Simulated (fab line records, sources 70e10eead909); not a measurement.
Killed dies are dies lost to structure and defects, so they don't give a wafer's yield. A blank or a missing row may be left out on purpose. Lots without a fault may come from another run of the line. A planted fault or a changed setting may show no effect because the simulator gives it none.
Which tool did it? | flow nand_harc | 11 lots, 33 wafers sampled, at 5 steps of a route of 1302

WHAT THE GAUGES READ, wafer by wafer
NHARC_A_CHANNEL_HOLE_D1_OVL_MEAS_11.
lot  | measured     | on         | overlay_x_nm (nm) | overlay_y_nm (nm)
L205 | day 8 15:37  | overlay-01 | 0.0 0.0 -0.7      | 1.2 1.5 1.1
L207 | day 9 05:11  | overlay-01 | 0.2 0.3 -0.1      | 0.3 0.5 0.1
L208 | day 9 20:07  | overlay-01 | -0.5 -0.8 -0.7    | 1.3 1.3 1.7
L210 | day 10 12:13 | overlay-02 | -1.5 -0.9 -1.0    | 2.1 2.0 1.4
L211 | day 10 23:06 | overlay-01 | -0.5 -0.2 -1.1    | -1.0 -0.8 -0.3
L212 | day 11 08:22 | overlay-02 | -1.2 -0.7 -1.1    | 0.8 0.9 0.4
L213 | day 11 23:01 | overlay-01 | -2.1 -2.1 -1.7    | 1.7 1.5 1.9
L215 | day 12 12:22 | overlay-01 | 1.6 1.2 1.4       | 0.1 0.4 0.6
L217 | day 13 00:07 | overlay-01 | 0.0 -0.2 -0.4     | -0.8 -0.9 -0.3
L223 | day 16 10:17 | overlay-01 | -0.6 -1.3 -0.8    | 0.1 0.7 0.6
L226 | day 17 09:37 | overlay-02 | -0.5 -1.4 -0.3    | -0.7 -1.3 -1.2

NHARC_END_SORT_01.
lot  | measured     | on        | killed_at_array | killed_at_other | killed_at_periphery | killed_dies | killed_open | killed_short
L215 | day 28 06:32 | prober-01 | 60 55 54        | 1 0 1           | 2 2 1               | 63 57 56    | 0 1 0       | 3 4 2
L217 | day 28 10:52 | prober-02 | 68 39 55        | 0 0 1           | 2 2 1               | 70 41 57    | 3 2 2       | 4 2 2

WHICH TOOL RAN EACH LOT (tool, then ch and the chambers of the sampled wafers, then the start)
lot  | NHARC_A_CHANNEL_HOLE_D1_ETCH_39    | NHARC_A_CHANNEL_HOLE_D1_ETCH_23  | NHARC_A_CHANNEL_HOLE_D1_ETCH_25
L205 | rie_diel-09 ch 1,3, day 8 15:55    | har_etch-01 ch 0, day 8 20:35    | har_etch-01 ch 0, day 8 22:04
L207 | rie_diel-01 ch 1,3, day 9 05:42    | har_etch-02 ch 0,1, day 9 08:08  | har_etch-02 ch 0,1, day 9 09:37
L208 | rie_diel-13 ch 0,1,2, day 9 20:23  | har_etch-02 ch 0,1, day 9 22:49  | har_etch-02 ch 0,1, day 10 00:16
L210 | rie_diel-09 ch 1,2,3, day 10 12:32 | har_etch-01 ch 0,1, day 10 18:31 | har_etch-01 ch 0,1, day 10 20:04
L211 | rie_diel-09 ch 1,2,3, day 10 23:23 | har_etch-02 ch 0,1, day 11 04:42 | har_etch-02 ch 0,1, day 11 06:11
L212 | rie_diel-13 ch 1,2,3, day 11 08:41 | har_etch-01 ch 0,1, day 11 11:12 | har_etch-01 ch 0,1, day 11 12:41
L213 | rie_diel-09 ch 0,1,3, day 11 23:19 | har_etch-02 ch 0,1, day 12 01:50 | har_etch-02 ch 0,1, day 12 03:21
L215 | rie_diel-09 ch 0,3, day 12 12:40   | har_etch-02 ch 1, day 12 17:55   | har_etch-02 ch 1, day 12 21:01
L217 | rie_diel-13 ch 2,3, day 13 00:29   | har_etch-01 ch 0,1, day 13 04:25 | har_etch-01 ch 0,1, day 13 05:55
L223 | rie_diel-09 ch 1,3, day 16 10:40   | har_etch-01 ch 0,1, day 16 13:19 | har_etch-01 ch 0,1, day 16 14:46
L226 | rie_diel-09 ch 1,3, day 17 09:53   | har_etch-01 ch 0,1, day 17 15:50 | har_etch-01 ch 0,1, day 17 17:19
- NHARC_A_CHANNEL_HOLE_D1_ETCH_39: etches the open film in N2/H2, target depth 260 nm, time 325 s.
- NHARC_A_CHANNEL_HOLE_D1_ETCH_23: etches the open film in C4F8/O2/Ar, time 819 s, target depth 1600 nm.
- NHARC_A_CHANNEL_HOLE_D1_ETCH_25: etches the open film in C4F8/O2/Ar, time 1040.2 s, target depth 1500 nm.

WHAT THE TOOLS THEMSELVES READ (means of the sampled wafers that have a number; where no wafer has one, the mark that the record gives instead)
NHARC_A_CHANNEL_HOLE_D1_ETCH_39.
lot  | tool        | drypump_motor_current_A (A) | oes_product_au (a.u.) | rf_vpp_V (V) | run_length_s (s) | showerhead_plenum_p_Torr (Torr) | throttle_valve_pct (%)
L205 | rie_diel-09 | 5.7                         | 0.996                 | 432.3        | 346.5            | 2.10                            | 14.163
L207 | rie_diel-01 | 5.7                         | 1.000                 | 427.4        | 346.0            | 1.93                            | 14.173
L208 | rie_diel-13 | 5.9                         | 0.995                 | 433.6        | 346.0            | 2.12                            | 14.185
L210 | rie_diel-09 | 6.0                         | 0.995                 | 431.3        | 346.4            | 2.05                            | 14.180
L211 | rie_diel-09 | 6.0                         | 0.990                 | 430.7        | 346.5            | 2.05                            | 14.171
L212 | rie_diel-13 | 5.7                         | 0.990                 | 432.4        | 345.9            | 2.09                            | 14.166
L213 | rie_diel-09 | 5.6                         | 1.003                 | 430.3        | 346.5            | 2.05                            | 14.172
L215 | rie_diel-09 | 5.1                         | 1.006                 | 430.7        | 346.4            | 2.09                            | 14.177
L217 | rie_diel-13 | 5.9                         | 1.000                 | 432.8        | 345.9            | 2.11                            | 14.181
L223 | rie_diel-09 | 6.1                         | 1.007                 | 429.2        | 278.0            | 2.00                            | 14.169
L226 | rie_diel-09 | 5.7                         | 1.000                 | 431.6        | 277.9            | 2.09                            | 14.171

NHARC_A_CHANNEL_HOLE_D1_ETCH_23.
lot  | tool        | c4f8_flow_sccm (sccm) | drypump_motor_current_A (A) | run_length_s (s) | showerhead_plenum_p_Torr (Torr) | throttle_valve_pct (%)
L205 | har_etch-01 | 89.15                 | 6.4                         | 804              | 3.66                            | 32.156
L207 | har_etch-02 | 89.26                 | 5.8                         | 804              | 3.50                            | 32.163
L208 | har_etch-02 | 89.27                 | 5.8                         | 804              | 3.45                            | 32.157
L210 | har_etch-01 | 89.08                 | 5.7                         | 804              | 3.70                            | 32.153
L211 | har_etch-02 | 89.36                 | 5.8                         | 804              | 3.44                            | 32.147
L212 | har_etch-01 | 89.36                 | 5.7                         | 804              | 3.69                            | 32.154
L213 | har_etch-02 | 89.58                 | 5.8                         | 804              | 3.43                            | 32.155
L215 | har_etch-02 | 89.21                 | 5.8                         | 820              | 3.51                            | 32.153
L217 | har_etch-01 | 89.39                 | 6.1                         | 804              | 3.65                            | 32.153
L223 | har_etch-01 | 88.99                 | 5.7                         | 804              | 3.65                            | 32.156
L226 | har_etch-01 | 89.27                 | 6.1                         | 804              | 3.61                            | 32.149

NHARC_A_CHANNEL_HOLE_D1_ETCH_25.
lot  | tool        | c4f8_flow_sccm (sccm) | drypump_motor_current_A (A) | run_length_s (s) | showerhead_plenum_p_Torr (Torr) | throttle_valve_pct (%)
L205 | har_etch-01 | 94.11                 | 6.4                         | 1025.2           | 3.65                            | 32.239
L207 | har_etch-02 | 94.10                 | 5.8                         | 1025.2           | 3.50                            | 32.231
L208 | har_etch-02 | 93.84                 | 5.8                         | 1025.2           | 3.45                            | 32.239
L210 | har_etch-01 | 93.67                 | 5.7                         | 1025.2           | 3.69                            | 32.230
L211 | har_etch-02 | 93.58                 | 5.8                         | 1025.2           | 3.44                            | 32.229
L212 | har_etch-01 | 93.73                 | 5.8                         | 1025.2           | 3.68                            | 32.237
L213 | har_etch-02 | 93.70                 | 5.8                         | 1025.2           | 3.43                            | 32.228
L215 | har_etch-02 | 94.08                 | 5.8                         | 1032.2           | 3.51                            | 32.235
L217 | har_etch-01 | 94.18                 | 6.0                         | 1025.2           | 3.64                            | 32.230
L223 | har_etch-01 | 94.01                 | 5.7                         | 1025.2           | 3.65                            | 32.232
L226 | har_etch-01 | 94.09                 | 6.1                         | 1025.2           | 3.61                            | 32.238

THE ANSWER, worked out from the rows above alone
Rule: what is usual is taken from the lots themselves. Put in order of their means at a reading, lots are off if they are a third of the lots or fewer, leave a main group of 4 or more, and stand apart from it by a gap of 3 or more times the standard deviation of the main group's means; of several such gaps the widest counts. A main group whose means are all the same, to the digits that the tables above print for the reading, isn't used. A lot without any number at a reading at which 4 lots or more have one is off too. The other lots that the step has rows for count as sound. The gauges are gone through in route order, then the tools' own readings, and for those a lot's mean is taken as printed above. The first step at which some lot is off is used, and at that step the reading that is off furthest; a lot without a number counts as furthest.
Off: L223, L226, at NHARC_A_CHANNEL_HOLE_D1_ETCH_39 (run_length_s). The main group: mean 346.2 s, standard deviation 0.26.
A tool fits if, at that step or a process step before it, it ran every lot that is off, and no sound lot after the first of them. One fits: rie_diel-09 at NHARC_A_CHANNEL_HOLE_D1_ETCH_39. Its last sound lot is L215 (day 12 12:40), its first lot that is off L223 (day 16 10:40): a fault that began between those two fits.
The tool's own readings at NHARC_A_CHANNEL_HOLE_D1_ETCH_39 bear it out: on the lots that are off they differ by more than 5 times the standard deviation of the sound lots' means. run_length_s reads 277.9 s there against 346.2 s on the sound lots.

WHAT THE SIMULATOR HAD PUT IN
Process parameter drift: rie_diel-09, from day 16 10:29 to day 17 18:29, at NHARC_A_CHANNEL_HOLE_D1_ETCH_39. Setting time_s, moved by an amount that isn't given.
Lots struck among those shown: L223, L226. The rule above found the same.
